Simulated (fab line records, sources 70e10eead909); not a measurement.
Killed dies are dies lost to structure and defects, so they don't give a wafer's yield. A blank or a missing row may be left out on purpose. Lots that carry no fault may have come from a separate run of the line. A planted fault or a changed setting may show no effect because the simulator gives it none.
Matching of chambers / flow nand harc / NHARC_A_STAIRCASE_ALD_415 on ald hk-04 has 4 sister chambers
The step deposits SiO2, target thk 30 nm, pulse time 6 s, ald cycles 300. 4 wafers are shown with their chamber, then 11 later ones without.

## EACH WAFER AND ITS CHAMBER
wafer=L086.4; chamber=0; heater power w (W)=527
wafer=L087.2; chamber=2; heater power w (W)=531
wafer=L087.6; chamber=3; heater power w (W)=493
wafer=L089.3; chamber=1; heater power w (W)=552

## WAFERS MISSING THEIR CHAMBER
wafer=L089.5; heater power w (W)=548
wafer=L089.6; heater power w (W)=522
wafer=L090.1; heater power w (W)=485
wafer=L090.2; heater power w (W)=544
wafer=L090.3; heater power w (W)=546
wafer=L092.3; heater power w (W)=546
wafer=L092.4; heater power w (W)=488
wafer=L092.5; heater power w (W)=519
wafer=L096.1; heater power w (W)=525
wafer=L096.3; heater power w (W)=537
wafer=L096.5; heater power w (W)=557

## WHICH CHAMBER EACH ONE RAN IN
wafer=L089.5; from the rows above=1; in truth=1
wafer=L089.6; from the rows above=can't be placed: 0 or 2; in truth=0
wafer=L090.1; from the rows above=3; in truth=3
wafer=L090.2; from the rows above=can't be placed: 1 or 2 or 0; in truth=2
wafer=L090.3; from the rows above=can't be placed: 1 or 2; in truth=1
wafer=L092.3; from the rows above=can't be placed: 1 or 2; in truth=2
wafer=L092.4; from the rows above=3; in truth=3
wafer=L092.5; from the rows above=can't be placed: 0 or 2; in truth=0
wafer=L096.1; from the rows above=can't be placed: 0 or 2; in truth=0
wafer=L096.3; from the rows above=can't be placed: 2 or 0 or 1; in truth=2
wafer=L096.5; from the rows above=1; in truth=1
Correct placement for 4 of the 11. Can't be placed from these rows: 7 (the true chamber is among the candidates in 7). Number placed wrongly: 0.
How it was worked out, from the rows above alone: a wafer's distance from a chamber is the root of the sum, over the readings, of the square of ((its reading less the chamber's mean) divided by the reading's scatter). If the next closest chamber is less than 2 further off than the closest, the wafer can't be placed; otherwise it belongs to the closest. A chamber's mean is the mean of its shown wafers. The scatter: root of mean squared gap, hidden wafer to nearest shown wafer, with one shown wafer a chamber.
